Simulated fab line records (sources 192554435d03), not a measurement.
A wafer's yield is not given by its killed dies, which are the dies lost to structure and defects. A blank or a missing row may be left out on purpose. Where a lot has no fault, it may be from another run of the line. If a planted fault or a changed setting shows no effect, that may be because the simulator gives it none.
fab line records	flow n5Finfet
record: lots: 5	wafers: 15	lastDay: 18
route steps=1938 shown MOL_CONTACT_COAG@604
lots that met no fault: taken from a fault-free run of the same line
startH: start of the lot's first displayed wafer, in hours after the record's first day	waitH: time in hours since the lot's previous step	" repeats the value in the row above	L1.1+2: several wafers, shown together as one row	- no value present, or no start provided	* or withheld: withheld	< > ~ a bound
route shown NAME@n: NAME is a module with steps in the file, n the number in the route of the first one	usual: mean and standard deviation over wafers with no fault	same: alike in all rows	chamber/n: place in a boat	sites: each site's reading	_std_site: standard deviation of those values	_edge_site: inner sites' mean taken away from outer sites' mean	radiusMm: how far each site lies from the wafer's centre	mask NAME#n: copy n	behind: the tool/chamber that last shaped the wafer	hold: reason for holding the lot/hours on hold/outcome of the hold	device: transistor that didn't switch, given as n, p or np	end of line: at the end of the route, the tests of the same wafers	a step given without rows: its recipe and nothing more	killed: dies that structure and defects cost at the first sort, which is not the same as the wafer's yield	map: the dies of a wafer, with x for killed, . for not killed, _ for no die there
set.NAME: setting as actually run; set.NAME@STEP: the setting as run at that earlier step	model.NAME: the simulator's own value behind a step, which no gauge read
certain route steps with their lots: each step a table, each wafer a row
services: from which hour (startH, from the record's first day; less than 0 if before it) a tool's chamber was out of use, for how many hours, and why
== steps ==
step: N5_MOL_CONTACT_COAG_INSPECT_42
recipe: mode: adi	inspectInstrument: brightfield
usual: rawDefectCount: 190/46
lot.wafer	tool	chamber	startH	waitH	rawDefectCount
L074.1	defectInspect-02	-	101.60	0.1	191
L074.2	"	-	"	"	179
L074.5	"	-	"	"	264
L079.1	defectInspect-02	-	128.33	0.1	256
L079.2	"	-	"	"	339
L079.5	"	-	"	"	239
L086.1	defectInspect-01	-	173.64	0.1	216
L086.3	"	-	"	"	126
L086.4	"	-	"	"	124
L094.1	defectInspect-02	-	222.97	0.1	240
L094.4	"	-	"	"	236
L094.6	"	-	"	"	224
L096.1	defectInspect-02	-	237.73	0.1	258
L096.2	"	-	"	"	213
L096.3	"	-	"	"	172
step: N5_MOL_CONTACT_COAG_DESCUM_45
recipe: chemistry: O2	timeS: 7	sourcePowerW: 50	biasPowerW: 20	pressureMtorr: 20	rfFrequencyHz: 2.712e+07	tempC: 40	resist: CAR-EUV	o2FlowSccm: 225
usual: drypumpMotorCurrentA: 5.8/0.41	oesProductAu: 0.79/0.099	rfVppV: 243.6/1.3	showerheadPlenumPTorr: 2.12/0.064	throttleValvePct: 20.43/0.17
same: timeS: 7
lot.wafer	tool	chamber	startH	waitH	drypumpMotorCurrentA	oesProductAu	rfHoursCounterH	rfVppV	showerheadPlenumPTorr	throttleValvePct
L074.1	rieDiel-04	0	101.64	0.0	5.3	0.67	218	244.1	2.17	20.87
L074.2	"	1	"	"	5.4	0.73	205	244.0	2.16	20.50
L074.5	"	0	"	"	5.3	0.67	-	244.2	2.17	20.85
L079.1	rieDiel-05	1	128.49	0.2	6.1	0.93	19	243.9	2.15	20.16
L079.2	"	3	"	"	6.1	0.71	213	243.2	2.06	20.45
L079.5	"	2	"	"	5.7	0.79	-	245.4	2.20	20.39
L086.1	rieDiel-05	2	174.38	0.7	5.7	0.77	122	244.6	2.19	20.40
L086.3	"	0	"	"	5.3	0.93	10	242.1	2.06	20.42
L086.4	"	1	"	"	6.1	0.90	38	243.7	2.14	20.18
L094.1	rieDiel-05	1	223.00	0.0	6.1	0.88	49	244.6	2.14	20.19
L094.4	"	0	"	"	5.3	0.89	26	241.6	2.06	20.43
L094.6	"	3	"	"	6.1	0.68	-	244.7	2.04	20.50
L096.1	rieDiel-06	0	238.00	0.3	5.4	0.67	230	241.6	1.98	20.52
L096.2	"	1	"	"	6.6	0.92	22	243.2	2.14	20.04
L096.3	"	3	"	"	5.7	0.87	42	242.6	2.11	20.05
step: N5_MOL_CONTACT_COAG_ETCH_65
recipe: chemistry: N2/H2	target: underlayer	targetDepthA: 130	maskMaterial: CAR-EUV	timeS: 10.4	ionEnergyEv: 200	pressureMtorr: 30	sourceW: 840	biasW: 150	n2FlowSccm: 200	h2FlowSccm: 200	ends: cleared
usual: drypumpMotorCurrentA: 5.8/0.41	etchRfOnTimeS: 10.4/0.3	oesProductAu: 0.67/0.081	rfVppV: 524.6/2.1	showerheadPlenumPTorr: 2.57/0.074	throttleValvePct: 17.87/0.27
lot.wafer	tool	chamber	startH	waitH	drypumpMotorCurrentA	etchRfOnTimeS	oesProductAu	rfHoursCounterH	rfVppV	showerheadPlenumPTorr	throttleValvePct
L074.1	rieDiel-04	0	101.67	0.0	5.3	10.2	0.61	218	526.0	2.60	18.09
L074.2	"	1	"	"	5.4	10.6	0.62	205	526.1	2.65	18.17
L074.5	"	0	"	"	5.3	10.2	0.61	-	525.5	2.60	18.08
L079.1	rieDiel-05	1	128.52	0.0	6.0	9.9	0.79	19	525.7	2.60	17.42
L079.2	"	3	"	"	6.1	10.3	0.60	213	523.3	2.53	18.21
L079.5	"	2	"	"	5.7	10.1	0.68	-	527.3	2.69	18.00
L086.1	rieDiel-05	2	174.41	0.0	5.7	10.3	0.66	122	527.2	2.68	18.03
L086.3	"	0	"	"	5.4	10.9	0.78	10	522.5	2.52	17.89
L086.4	"	1	"	"	6.1	10.0	0.76	38	525.9	2.59	17.44
L094.1	rieDiel-05	1	223.03	0.0	6.1	10.2	0.74	49	526.3	2.58	17.48
L094.4	"	0	"	"	5.4	11.0	0.74	26	521.6	2.51	17.91
L094.6	"	3	"	"	6.2	10.5	0.58	-	522.5	2.52	18.26
L096.1	rieDiel-06	0	238.04	0.0	5.3	10.6	0.57	230	519.0	2.39	17.88
L096.2	"	1	"	"	6.5	9.8	0.81	22	524.7	2.58	17.38
L096.3	"	3	"	"	5.7	10.2	0.73	42	524.5	2.60	17.57
step: N5_MOL_CONTACT_COAG_ETCH_66
recipe: chemistry: CF4	target: SiARC	targetDepthA: 130	maskMaterial: CAR-EUV	timeS: 21.7	ionEnergyEv: 80	pressureMtorr: 40	sourceW: 545	biasW: 36	Ar_flow_sccm: 100	cf4FlowSccm: 100	ends: cleared
usual: cf4FlowSccm: 100.0/0.31	drypumpMotorCurrentA: 5.8/0.41	etchRfOnTimeS: 21.7/0.64	oesProductAu: 0.67/0.081	rfVppV: 184.3/1.1	showerheadPlenumPTorr: 2.16/0.058	throttleValvePct: 15.62/0.24
lot.wafer	tool	chamber	startH	waitH	cf4FlowSccm	drypumpMotorCurrentA	etchRfOnTimeS	oesProductAu	rfHoursCounterH	rfVppV	showerheadPlenumPTorr	throttleValvePct
L074.1	rieDiel-04	0	101.69	0.0	99.8	5.3	21.7	0.60	218	184.0	2.20	15.93
L074.2	"	1	"	"	100.0	5.4	21.8	0.62	205	185.4	2.20	15.71
L074.5	"	0	"	"	99.7	5.3	21.7	0.60	-	185.1	2.20	15.94
L079.1	rieDiel-05	1	128.54	0.0	99.8	6.1	20.9	0.79	19	183.7	2.19	15.23
L079.2	"	3	"	"	100.0	6.1	21.6	0.60	213	183.6	2.12	15.82
L079.5	"	2	"	"	100.1	5.7	21.4	0.67	-	186.3	2.25	15.59
L086.1	rieDiel-05	2	174.43	0.0	100.1	5.7	21.5	0.67	122	186.6	2.24	15.64
L086.3	"	0	"	"	99.5	5.3	22.9	0.77	10	183.4	2.10	15.38
L086.4	"	1	"	"	100.4	6.1	21.1	0.77	38	184.8	2.19	15.25
L094.1	rieDiel-05	1	223.05	0.0	99.4	6.1	21.3	0.74	49	184.0	2.18	15.29
L094.4	"	0	"	"	100.0	5.4	22.9	0.74	26	182.5	2.10	15.42
L094.6	"	3	"	"	99.2	6.1	22.0	0.58	-	182.8	2.10	15.88
L096.1	rieDiel-06	0	238.06	0.0	100.0	5.3	22.1	0.57	230	181.8	2.05	15.87
L096.2	"	1	"	"	99.9	6.5	20.5	0.81	22	187.1	2.20	15.31
L096.3	"	3	"	"	100.2	5.7	21.0	0.74	42	183.9	2.18	15.31
step: N5_MOL_CONTACT_COAG_ALD_133
recipe: material: SiO2	targetThkA: 50	tempC: 100	aldPrecursorFamily: BDEAS	aldCoReactant: O2-plasma	pulseTimeS: 1	coReactantPulseTimeS: 1	purgeTimeS: 2	coReactantPurgeTimeS: 2	aldCycles: 35	pressureTorr: 2
usual: heaterPowerW: 80/8.1	precursorPulseHeightRel: 0.999/0.02
same: aldCycles: 35
lot.wafer	tool	chamber	startH	waitH	heaterPowerW	precursorPulseHeightRel
L074.1	aldSin-04	2	101.77	0.1	83	0.991
L074.2	"	0	"	"	87	0.997
L074.5	"	2	"	"	84	0.973
L079.1	aldSin-01	1	128.69	0.1	93	0.983
L079.2	"	3	"	"	69	0.994
L079.5	"	3	"	"	68	0.955
L086.1	aldSin-03	0	174.51	0.1	84	1.016
L086.3	"	2	"	"	81	0.992
L086.4	"	3	"	"	78	0.990
L094.1	aldSin-01	3	223.13	0.1	68	1.009
L094.4	"	0	"	"	72	0.986
L094.6	"	0	"	"	72	1.007
L096.1	aldSin-01	1	238.14	0.1	95	1.023
L096.2	"	0	"	"	73	1.007
L096.3	"	3	"	"	67	1.016
step: N5_MOL_CONTACT_COAG_ETCHBACK_134
recipe: chemistry: CHF3	target: SiO2	targetDepthA: 100	timeS: 6.7	ionEnergyEv: 200	pressureMtorr: 30	sourceW: 610	biasW: 170	Ar_flow_sccm: 200	CHF3_flow_sccm: 50
usual: CHF3_flow_sccm: 49.98/0.17	drypumpMotorCurrentA: 5.8/0.43	oes_f_703_au: 0.79/0.099	oesProductAu: 0.79/0.11	rfVppV: 528/21	showerheadPlenumPTorr: 2.40/0.059	throttleValvePct: 18.70/0.25
same: timeS: 6.7
lot.wafer	tool	chamber	startH	waitH	CHF3_flow_sccm	drypumpMotorCurrentA	oes_f_703_au	oesProductAu	rfHoursCounterH	rfVppV	showerheadPlenumPTorr	throttleValvePct
L074.1	rieDiel-05	3	102.01	0.2	50.03	6.1	0.71	0.71	204	526	2.35	18.83
L074.2	"	0	"	"	49.65	5.4	0.63	0.66	243	535	2.35	18.90
L074.5	"	0	"	"	50.05	5.4	0.62	0.66	-	535	2.35	18.89
L079.1	rieDiel-06	3	128.91	0.1	50.13	5.7	0.97	0.96	1	511	2.42	18.25
L079.2	"	1	"	"	49.88	6.5	0.72	0.72	235	545	2.45	18.74
L079.5	"	1	"	"	49.82	6.5	0.72	0.72	-	546	2.45	18.75
L086.1	rieDiel-06	2	174.74	0.1	50.26	6.4	0.94	0.96	13	556	2.41	18.38
L086.3	"	1	"	"	49.70	6.5	1.02	1.03	0	546	2.45	18.36
L086.4	"	3	"	"	50.13	5.7	0.90	0.89	21	512	2.41	18.29
L094.1	rieDiel-05	1	223.31	0.1	49.99	6.1	0.85	0.87	49	525	2.42	18.41
L094.4	"	2	"	"	49.95	5.7	0.74	0.77	138	540	2.46	18.62
L094.6	"	2	"	"	49.88	5.7	0.75	0.76	-	541	2.46	18.63
L096.1	rieDiel-04	2	238.46	0.2	49.99	5.9	0.76	0.80	128	545	2.48	18.81
L096.2	"	0	"	"	50.05	5.3	0.94	0.94	10	547	2.44	18.68
L096.3	"	3	"	"	50.06	5.4	0.74	0.70	252	480	2.34	19.01
step: N5_MOL_CONTACT_COAG_ETCH_67
recipe: chemistry: N2/H2	target: SOC	targetDepthA: 600	overetchA: 210	maskMaterial: SiARC	tempC: 40	timeS: 101.2	ionEnergyEv: 200	pressureMtorr: 30	sourceW: 840	biasW: 150	n2FlowSccm: 200	h2FlowSccm: 200
usual: drypumpMotorCurrentA: 5.8/0.43	oesProductAu: 0.66/0.084	rfVppV: 524.5/2.3	showerheadPlenumPTorr: 2.56/0.08	throttleValvePct: 17.78/0.27
same: timeS: 101.2
lot.wafer	tool	chamber	startH	waitH	drypumpMotorCurrentA	oesProductAu	rfHoursCounterH	rfVppV	showerheadPlenumPTorr	throttleValvePct
L074.1	rieDiel-05	3	102.04	0.0	6.1	0.59	204	522.8	2.53	18.15
L074.2	"	0	"	"	5.4	0.57	243	523.3	2.52	18.15
L074.5	"	0	"	"	5.4	0.56	-	522.1	2.52	18.12
L079.1	rieDiel-06	3	128.94	0.0	5.7	0.81	1	525.4	2.61	17.44
L079.2	"	1	"	"	6.5	0.59	235	524.6	2.60	17.70
L079.5	"	1	"	"	6.5	0.60	-	524.9	2.60	17.71
L086.1	rieDiel-06	2	174.77	0.0	6.4	0.79	13	525.5	2.58	17.41
L086.3	"	1	"	"	6.5	0.83	0	527.0	2.59	17.30
L086.4	"	3	"	"	5.7	0.74	21	525.7	2.60	17.49
L094.1	rieDiel-05	1	223.35	0.0	6.1	0.71	49	524.2	2.58	17.43
L094.4	"	2	"	"	5.6	0.63	138	526.7	2.68	18.01
L094.6	"	2	"	"	5.7	0.63	-	527.0	2.68	18.01
L096.1	rieDiel-04	2	238.49	0.0	5.9	0.66	128	527.3	2.65	17.76
L096.2	"	0	"	"	5.4	0.78	10	526.4	2.59	17.59
L096.3	"	3	"	"	5.4	0.58	252	524.0	2.49	18.02
step: N5_MOL_CONTACT_COAG_STRIP_68
recipe: chemistry: N2/H2	tempC: 40	n2FlowSccm: 200	h2FlowSccm: 200	rfFrequencyHz: 6e+07
lot.wafer	tool	chamber	startH	waitH
L074.1+2+5	rieDiel-05	3,0,0	102.11	0.0
L079.1+2+5	rieDiel-06	3,1,1	129.01	0.0
L086.1+3+4	rieDiel-06	2,1,3	174.84	0.0
L094.1+4+6	rieDiel-05	1,2,2	223.42	0.0
L096.1+2+3	rieDiel-04	2,0,3	238.56	0.0
step: N5_MOL_CONTACT_COAG_STRIP_69
recipe: chemistry: N2/H2	tempC: 40	n2FlowSccm: 200	h2FlowSccm: 200	rfFrequencyHz: 6e+07
lot.wafer	tool	chamber	startH	waitH
L074.1+2+5	rieDiel-05	3,0,0	102.12	0.0
L079.1+2+5	rieDiel-06	3,1,1	129.02	0.0
L086.1+3+4	rieDiel-06	2,1,3	174.85	0.0
L094.1+4+6	rieDiel-05	1,2,2	223.43	0.0
L096.1+2+3	rieDiel-04	2,0,3	238.57	0.0
step: N5_MOL_CONTACT_COAG_ETCHBACK_136
recipe: chemistry: CHF3	target: SiO2	targetDepthA: 250	timeS: 16.7	ionEnergyEv: 200	pressureMtorr: 30	sourceW: 610	biasW: 170	Ar_flow_sccm: 200	CHF3_flow_sccm: 50
usual: CHF3_flow_sccm: 50.04/0.15	drypumpMotorCurrentA: 5.8/0.43	oes_f_703_au: 0.79/0.098	oesProductAu: 0.79/0.11	rfVppV: 528/21	showerheadPlenumPTorr: 2.40/0.059	throttleValvePct: 18.69/0.25
same: timeS: 16.7
lot.wafer	tool	chamber	startH	waitH	CHF3_flow_sccm	drypumpMotorCurrentA	oes_f_703_au	oesProductAu	rfHoursCounterH	rfVppV	showerheadPlenumPTorr	throttleValvePct
L074.1	rieDiel-05	3	102.13	0.0	49.98	6.1	0.71	0.71	204	523	2.35	18.84
L074.2	"	0	"	"	50.05	5.3	0.62	0.66	243	534	2.35	18.91
L074.5	"	0	"	"	50.01	5.3	0.63	0.65	-	536	2.35	18.90
L079.1	rieDiel-06	3	129.03	0.0	49.96	5.7	0.98	0.95	1	512	2.42	18.24
L079.2	"	1	"	"	49.98	6.5	0.72	0.71	235	546	2.45	18.74
L079.5	"	1	"	"	49.92	6.5	0.72	0.72	-	546	2.45	18.73
L086.1	rieDiel-06	2	174.86	0.0	50.43	6.4	0.95	0.95	13	554	2.41	18.38
L086.3	"	1	"	"	49.93	6.6	1.03	1.02	0	547	2.45	18.36
L086.4	"	3	"	"	50.06	5.7	0.90	0.90	21	514	2.41	18.29
L094.1	rieDiel-05	1	223.44	0.0	50.17	6.1	0.85	0.87	49	524	2.42	18.41
L094.4	"	2	"	"	50.04	5.7	0.74	0.76	139	542	2.46	18.62
L094.6	"	2	"	"	49.86	5.7	0.75	0.76	-	543	2.46	18.63
L096.1	rieDiel-04	2	238.58	0.0	50.19	5.8	0.76	0.80	128	545	2.48	18.80
L096.2	"	0	"	"	50.01	5.3	0.94	0.94	10	548	2.44	18.68
L096.3	"	3	"	"	50.21	5.4	0.74	0.71	252	479	2.34	19.01
step: N5_MOL_CONTACT_COAG_STRIP_120
recipe: chemistry: CHF3	resist: SiARC	rfFrequencyHz: 6e+07
lot.wafer	tool	chamber	startH	waitH
L074.1+2+5	rieDiel-05	3,0,0	102.16	0.0
L079.1+2+5	rieDiel-06	3,1,1	129.06	0.0
L086.1+3+4	rieDiel-06	2,1,3	174.88	0.0
L094.1+4+6	rieDiel-05	1,2,2	223.46	0.0
L096.1+2+3	rieDiel-04	2,0,3	238.60	0.0
step: N5_MOL_CONTACT_COAG_VIA_ETCH_117
recipe: chemistry: C4F6/O2	targetDepthA: 400	overetchA: 80	maskMaterial: SOC	target: SiO2	biasW: 455	pressureMtorr: 10	timeS: 26	sourceW: 325	Ar_flow_sccm: 300	C4F6_flow_sccm: 10	O2_flow_sccm: 10	ionEnergyEv: 575.3	ends: endPoint
usual: O2_flow_sccm: 9.999/0.027	drypumpMotorCurrentA: 5.8/0.43	oes_f_703_au: 0.79/0.1	oesProductAu: 0.71/0.087	rfVppV: 1597/59	showerheadPlenumPTorr: 2.87/0.07	throttleValvePct: 41.0/0.38
lot.wafer	tool	chamber	startH	waitH	O2_flow_sccm	drypumpMotorCurrentA	oes_f_703_au	oesProductAu	rfHoursCounterH	rfVppV	showerheadPlenumPTorr	throttleValvePct
L074.1	rieDiel-05	3	102.17	0.0	9.974	6.2	0.71	0.64	204	1593	2.81	40.7
L074.2	"	0	"	"	10.019	5.4	0.63	0.62	243	1617	2.80	40.8
L074.5	"	0	"	"	9.990	5.4	0.63	0.61	-	1616	2.80	40.8
L079.1	rieDiel-06	3	129.07	0.0	10.066	5.7	0.98	0.86	1	1558	2.89	40.7
L079.2	"	1	"	"	10.011	6.5	0.72	0.62	235	1648	2.92	41.0
L079.5	"	1	"	"	10.016	6.5	0.72	0.64	-	1647	2.92	41.0
L086.1	rieDiel-06	2	174.89	0.0	10.020	6.4	0.96	0.86	13	1674	2.87	40.8
L086.3	"	1	"	"	10.024	6.5	1.01	0.88	0	1648	2.92	40.8
L086.4	"	3	"	"	9.971	5.7	0.90	0.79	21	1555	2.88	40.7
L094.1	rieDiel-05	1	223.47	0.0	10.012	6.1	0.85	0.76	49	1586	2.89	41.1
L094.4	"	2	"	"	10.065	5.7	0.76	0.67	139	1639	2.94	40.6
L094.6	"	2	"	"	10.018	5.8	0.75	0.67	-	1640	2.94	40.7
L096.1	rieDiel-04	2	238.61	0.0	9.971	5.9	0.77	0.70	128	1648	2.96	40.9
L096.2	"	0	"	"	9.992	5.3	0.94	0.82	11	1655	2.92	40.8
L096.3	"	3	"	"	9.979	5.3	0.74	0.62	252	1461	2.79	41.0
step: N5_MOL_CONTACT_COAG_ETCH_124
recipe: chemistry: CH3F/O2	target: SiNx	targetDepthA: 65	maskMaterial: SOC	stopOn: SiOC	overEtchFrac: 0.3	ionEnergyEv: 120	pressureMtorr: 30	sourceW: 395	biasW: 73	Ar_flow_sccm: 150	CH3F_flow_sccm: 30	O2_flow_sccm: 20	ends: endPoint
usual: O2_flow_sccm: 19.99/0.065	drypumpMotorCurrentA: 5.8/0.43	oes_f_703_au: 0.79/0.098	oesProductAu: 0.67/0.084	rfVppV: 299/12	showerheadPlenumPTorr: 2.02/0.053	throttleValvePct: 16.30/0.26
lot.wafer	tool	chamber	startH	waitH	O2_flow_sccm	drypumpMotorCurrentA	oes_f_703_au	oesProductAu	rfHoursCounterH	rfVppV	showerheadPlenumPTorr	throttleValvePct
L074.1	rieDiel-05	3	102.19	0.0	19.93	6.1	0.71	0.61	204	300	1.97	16.44
L074.2	"	0	"	"	19.88	5.3	0.62	0.58	243	302	1.97	16.51
L074.5	"	0	"	"	19.96	5.3	0.62	0.57	-	304	1.97	16.50
L079.1	rieDiel-06	3	129.09	0.0	19.92	5.7	0.97	0.82	1	292	2.04	15.90
L079.2	"	1	"	"	19.89	6.5	0.72	0.60	235	309	2.06	16.35
L079.5	"	1	"	"	19.95	6.5	0.72	0.60	-	309	2.06	16.34
L086.1	rieDiel-06	2	174.92	0.0	19.95	6.4	0.94	0.80	13	314	2.03	15.96
L086.3	"	1	"	"	19.94	6.5	1.02	0.86	0	309	2.05	15.90
L086.4	"	3	"	"	19.84	5.7	0.91	0.76	22	291	2.03	15.93
L094.1	rieDiel-05	1	223.50	0.0	20.10	6.1	0.85	0.73	49	296	2.04	15.99
L094.4	"	2	"	"	20.05	5.7	0.74	0.65	139	308	2.07	16.26
L094.6	"	2	"	"	19.98	5.7	0.75	0.64	-	308	2.07	16.27
L096.1	rieDiel-04	2	238.64	0.0	20.06	5.8	0.75	0.68	128	311	2.09	16.40
L096.2	"	0	"	"	19.93	5.3	0.94	0.78	11	311	2.06	16.25
L096.3	"	3	"	"	19.97	5.3	0.74	0.59	252	273	1.97	16.67
step: N5_MOL_CONTACT_COAG_ETCH_48
recipe: chemistry: C4F6/O2	targetDepthA: 150	overetchA: 45	maskMaterial: SOC	target: SiOC	biasW: 465	pressureMtorr: 10	timeS: 17	sourceW: 335	Ar_flow_sccm: 300	C4F6_flow_sccm: 10	O2_flow_sccm: 10	ionEnergyEv: 576
usual: O2_flow_sccm: 10.000/0.026	drypumpMotorCurrentA: 5.8/0.43	oes_f_703_au: 0.79/0.1	oesProductAu: 0.67/0.096	rfVppV: 1599/59	showerheadPlenumPTorr: 2.87/0.07	throttleValvePct: 40.6/0.37
same: timeS: 17
lot.wafer	tool	chamber	startH	waitH	O2_flow_sccm	drypumpMotorCurrentA	oes_f_703_au	oesProductAu	rfHoursCounterH	rfVppV	showerheadPlenumPTorr	throttleValvePct
L074.1	rieDiel-05	3	102.23	0.0	10.036	6.1	0.71	0.60	204	1594	2.81	40.3
L074.2	"	0	"	"	10.005	5.4	0.63	0.58	243	1618	2.80	40.4
L074.5	"	0	"	"	10.065	5.4	0.63	0.57	-	1620	2.80	40.4
L079.1	rieDiel-06	3	129.13	0.0	9.995	5.7	0.97	0.83	1	1559	2.89	40.3
L079.2	"	1	"	"	9.994	6.5	0.72	0.58	235	1650	2.93	40.6
L079.5	"	1	"	"	10.013	6.5	0.72	0.59	-	1650	2.93	40.6
L086.1	rieDiel-06	2	174.96	0.0	10.061	6.4	0.96	0.83	13	1674	2.87	40.4
L086.3	"	1	"	"	10.030	6.5	1.01	0.87	0	1650	2.92	40.4
L086.4	"	3	"	"	10.031	5.7	0.90	0.71	22	1557	2.88	40.3
L094.1	rieDiel-05	1	223.54	0.0	10.009	6.1	0.85	0.74	49	1586	2.89	40.6
L094.4	"	2	"	"	9.993	5.7	0.75	0.68	139	1642	2.94	40.2
L094.6	"	2	"	"	9.946	5.7	0.75	0.63	-	1641	2.94	40.2
L096.1	rieDiel-04	2	238.68	0.0	10.031	5.9	0.76	0.67	128	1649	2.96	40.4
L096.2	"	0	"	"	9.997	5.3	0.94	0.80	11	1655	2.92	40.3
L096.3	"	3	"	"	10.030	5.4	0.74	0.59	252	1464	2.79	40.5
step: N5_MOL_CONTACT_COAG_STRIP_72
recipe: chemistry: N2/H2	powerW: 450	tempC: 40	pressureMtorr: 20	rfFrequencyHz: 6e+07	overashFraction: 3	biasPowerW: 7	h2Frac: 0.5	n2FlowSccm: 200	h2FlowSccm: 200
usual: drypumpMotorCurrentA: 5.8/0.44	oesProductAu: 0.79/0.11	powerW: 450.2/1.4	rfVppV: 59.2/2	showerheadPlenumPTorr: 2.56/0.08	throttleValvePct: 23.6/0.34
lot.wafer	tool	chamber	startH	waitH	drypumpMotorCurrentA	oesProductAu	powerW	rfHoursCounterH	rfVppV	showerheadPlenumPTorr	throttleValvePct
L074.1	rieDiel-05	3	102.29	0.0	6.1	0.73	450.6	204	55.6	2.53	24.1
L074.2	"	0	"	"	5.3	0.66	451.0	243	59.3	2.52	23.9
L074.5	"	0	"	"	5.3	0.67	448.6	-	58.3	2.52	23.9
L079.1	rieDiel-06	3	129.19	0.0	5.7	0.97	449.0	1	61.5	2.61	23.3
L079.2	"	1	"	"	6.5	0.69	450.3	235	60.5	2.59	23.4
L079.5	"	1	"	"	6.5	0.69	451.1	-	57.0	2.59	23.4
L086.1	rieDiel-06	2	175.02	0.0	6.4	0.93	451.4	13	60.9	2.58	23.2
L086.3	"	1	"	"	6.5	1.03	451.5	0	58.0	2.59	23.1
L086.4	"	3	"	"	5.7	0.91	452.9	22	61.6	2.60	23.3
L094.1	rieDiel-05	1	223.59	0.0	6.1	0.87	449.3	49	62.5	2.58	23.3
L094.4	"	2	"	"	5.7	0.75	451.2	139	59.0	2.67	23.9
L094.6	"	2	"	"	5.7	0.76	451.2	-	58.6	2.67	24.0
L096.1	rieDiel-04	2	238.74	0.0	5.9	0.80	452.7	128	57.4	2.64	23.4
L096.2	"	0	"	"	5.3	0.90	451.1	11	60.1	2.58	23.3
L096.3	"	3	"	"	5.4	0.72	451.4	252	57.6	2.49	23.6
== services ==
tool	chamber	startH	hours	kind
rieDiel-06	0	80.80	5.8	repair
aldSin-01	-	85.25	14.0	pm
rieDiel-05	1	102.88	4.1	repair
rieDiel-06	3	109.47	-	clean
rieDiel-06	3	109.47	-	consumableReplace:focusRing
rieDiel-06	3	109.47	17.5	scheduledDown
rieDiel-06	3	109.47	17.5	ventCycle
rieDiel-05	0	124.16	-	clean
rieDiel-05	0	124.16	-	consumableReplace:focusRing
rieDiel-05	0	124.16	14.1	scheduledDown
rieDiel-05	0	124.16	14.1	ventCycle
rieDiel-06	2	127.08	-	clean
rieDiel-06	2	127.08	-	consumableReplace:focusRing
rieDiel-06	2	127.08	14.0	scheduledDown
rieDiel-06	2	127.08	14.0	ventCycle
aldSin-01	-	157.80	2.8	pm
rieDiel-06	1	163.37	-	clean
rieDiel-06	1	163.37	-	consumableReplace:focusRing
rieDiel-05	0	167.07	5.0	repair
rieDiel-04	2	175.54	3.6	repair
aldSin-03	-	178.32	14.0	pm
rieDiel-05	1	183.42	12.0	repair
rieDiel-05	-	205.16	0.7	repair
rieDiel-05	-	218.37	0.1	repair
== key ==
fault none
